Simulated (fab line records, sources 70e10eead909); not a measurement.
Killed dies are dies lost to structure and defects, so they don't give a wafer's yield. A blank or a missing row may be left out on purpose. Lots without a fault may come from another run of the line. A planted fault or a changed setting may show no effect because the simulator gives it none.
Chamber matching | flow nand_harc | NHARC_A_WL_FILL_STRIP_29 on rie_diel-02: 4 sister chambers
The step strips in O2, time 20 s. 8 wafers are shown with their chamber, then 7 later ones without.

WAFERS WITH THEIR CHAMBER
wafer  | chamber | showerhead_plenum_p_Torr (Torr) | drypump_motor_current_A (A)
L082.2 | 2       | 3.65                            | 5.5
L084.4 | 1       | 3.64                            | 6.1
L084.6 | 0       | 3.50                            | 5.8
L087.1 | 2       | 3.64                            | 5.5
L087.4 | 1       | 3.64                            | 6.1
L087.5 | 3       | 3.41                            | 6.6
L085.1 | 3       | 3.41                            | 6.6
L085.3 | 0       | 3.50                            | 5.7

WAFERS WITHOUT THEIR CHAMBER
wafer  | showerhead_plenum_p_Torr (Torr) | drypump_motor_current_A (A)
L085.6 | 3.64                            | 6.1
L092.2 | 3.50                            | 5.7
L092.3 | 3.64                            | 5.5
L092.6 | 3.64                            | 6.1
L094.4 | 3.41                            | 6.6
L094.5 | 3.64                            | 5.5
L094.6 | 3.41                            | 6.6

WHICH CHAMBER EACH WENT THROUGH
wafer  | from the rows above | in truth
L085.6 | 1                   | 1
L092.2 | 0                   | 0
L092.3 | 2                   | 2
L092.6 | 1                   | 1
L094.4 | 3                   | 3
L094.5 | 2                   | 2
L094.6 | 3                   | 3
Placed correctly: 7 of 7. Can't be placed from these rows: 0. Placed wrongly: 0.
How it was worked out, from the rows above alone: a wafer's distance from a chamber is the root of the sum, over the readings, of the square of ((its reading less the chamber's mean) divided by the reading's scatter). The wafer belongs to the nearest chamber; if the next one is less than 2 further off, it can't be placed. A chamber's mean is the mean of its shown wafers. The scatter: the root of (the sum of the squares of (reading less its chamber's mean) over the shown wafers, divided by (wafers less chambers)).
